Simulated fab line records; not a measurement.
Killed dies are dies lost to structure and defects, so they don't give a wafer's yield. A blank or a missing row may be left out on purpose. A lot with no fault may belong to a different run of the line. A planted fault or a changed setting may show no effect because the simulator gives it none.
Struck lot and sound lot, side by side | flow n5 finfet | 28 out of 1938 route steps
Sound: wafers L827.1, L827.2, L827.5. The struck wafers were L831.2, L831.3, L831.6. The cause is named last.
For every step that has rows: the tool of each side, followed by ch and its chambers, followed by its first start. Under that, the readings that differ: sound wafers | struck wafers | difference of the means | sigmas: that difference in standard deviations of wafers without a fault.
alike: a reading whose means differ by less than 2 such deviations, as well as words and numbers matching on both sides. not compared: withheld readings; readings where some wafer has no value; bounds like >300 that might hide an equal value; numbers whose values overlap and for which the record gives no deviation.
A row with sigmas, a row that says differs or no value, or rows on one side alone: a step with any of these is where the two part. When numbers do not overlap yet have no deviation, they are printed without sigmas and do not part them. A reading that every wafer of one side lacks parts them only if that side has two wafers or more.

N5_BEOL_M2_ANNEAL_51: time 90 s.
  sound on rtp anneal-01 ch 0, day 7 18:43; struck on rtp anneal-02 ch 0, day 8 14:14
  alike: wafer_temp_C_max
then, 1 step without rows for these wafers: N5_BEOL_M2_CMP_52 (polishes, stops on SiOC, t overpolish 6.8 s, target thk 40 nm).
N5_BEOL_M2_THK_MEAS_53: measures by xrf.
  struck on film metro-02, day 8 14:47; sound on film metro-01, day 7 19:19
  alike: M2_THK
N5_BEOL_M2_PRE_CLEAN_60: time 15 s.
  sound on cvd co-01 ch 0,1,2, day 7 19:22; struck on cvd co-01 ch 0,2, day 8 14:49
  alike: heater power w
N5_BEOL_M2_CO_CAP_55: material Co, precursor CCTBA/H2, target thk 2 nm, time 102.1 s.
  sound on cvd co-01 ch 0,1,2, day 7 19:24; struck on cvd co-01 ch 0,2, day 8 14:51
  alike: heater power w
then, 1 step without rows for these wafers: N5_BEOL_M2_PRE_CLEAN_56 (time 15 s).
N5_BEOL_M2_DEP_57: deposits SiCN from 3MS/NH3, target thk 8 nm, time 14 s.
  sound on pecvd-02 ch 1,2, day 7 19:31; struck on pecvd-04 ch 1,2, day 8 14:58
  alike: showerhead plenum p Torr, throttle valve pct
N5_BEOL_M2_RS_MEAS_58: uses a four-point probe to measure.
  struck on film metro-01, day 8 15:02; sound on film metro-01, day 7 19:35
  alike: M2_RS
N5_BEOL_M2_INSPECT_59: inspects for defects (darkfield).
  struck on defect inspect-02, day 8 15:04; sound on defect inspect-02, day 7 19:37
  alike: raw defect count
then, 1 step without rows for these wafers: N5_BEOL_M3_ILD_DEP_00 (deposits SiOC from DEMS/O2, target thk 79 nm, time 15.3 s).
N5_BEOL_M3_THK_MEAS_01:
  struck on film metro-01, day 8 15:10; sound on film metro-02, day 7 19:43
  alike: M3_ILD_THK
N5_BEOL_M3_PECVD_72: deposits SiO2 from TEOS/O2, target thk 16 nm, time 18 s.
  sound on pecvd-04 ch 0,1,2, day 7 19:46; struck on pecvd-03 ch 0,1, day 8 15:12
  alike: heater power w, showerhead plenum p Torr, throttle valve pct
N5_BEOL_M3_HM_DEP_02: deposits TiN, target thk 20 nm.
  struck on pvd sputter-01, day 8 16:07; sound on pvd sputter-02, day 7 20:14
  alike: throttle valve pct
then, 9 steps without rows for these wafers: N5_BEOL_M3_COAT_61 (time 60 s, resist thk 60 nm); N5_BEOL_M3_COAT_62 (time 60 s, resist thk 12 nm); N5_BEOL_M3_COAT_73 (time 60 s, resist thk 5 nm); N5_BEOL_M3_COAT_05 (resist thk 30 nm); N5_BEOL_M3_EBR_07; N5_BEOL_M3_SOFTBAKE_06 (time 60 s); N5_BEOL_M3_EXPOSE_08 (exposes mask M3); N5_BEOL_M3_PEB_09 (peb time 60 s); N5_BEOL_M3_DEVELOP_10 (develop time 30 s).
N5_BEOL_M3_CD_MEAS_11: target cd 17.05 nm.
  sound on cd sem-02 ch 0, day 7 20:45; struck on cd sem-02 ch 0, day 8 16:38
  reading    | sound             | struck            | difference | sigmas
  cd nm (nm) | 17.46 17.40 17.11 | 16.86 16.74 16.62 | -0.58      | -3
N5_BEOL_M3_OVL_MEAS_12:
  sound on overlay-02 ch 0, day 7 20:47; struck on overlay-01 ch 0, day 8 16:40
  alike: M3_OVL
N5_BEOL_M3_INSPECT_13: inspects for defects (brightfield).
  struck on defect inspect-02, day 8 16:44; sound on defect inspect-01, day 7 20:50
  reading          | sound       | struck         | difference | sigmas
  raw defect count | 601 422 376 | 1424 1387 1408 | +940       | +11
then, 1 step without rows for these wafers: N5_BEOL_M3_DESCUM_16 (chemistry O2, time 7 s).
N5_BEOL_M4_RC_MEAS_101:
  sound on prober-01 ch 0, day 8 15:10; struck on prober-02 ch 0, day 9 16:24
  alike: DIBL_N, DIBL_P, IOFF_N, IOFF_P, ION_N, ION_P, SS_N, SS_P, VT_N, VT_P
-- a jump in the record: the struck wafers' starts before and after are 4 days apart (it breaks off in module BEOL_M4 and resumes in module PASSIVATION, where the first step shown is number 1936 of the route) --
N5_PASSIVATION_PROBE_49:
  rows exist in the record for the struck wafers here (prober-02, day 13 21:10), but not for the sound ones

== WHERE THEY PART ==
First at N5_BEOL_M3_CD_MEAS_11; last, within this record, at N5_PASSIVATION_PROBE_49.

WHY: the cause the simulator had injected
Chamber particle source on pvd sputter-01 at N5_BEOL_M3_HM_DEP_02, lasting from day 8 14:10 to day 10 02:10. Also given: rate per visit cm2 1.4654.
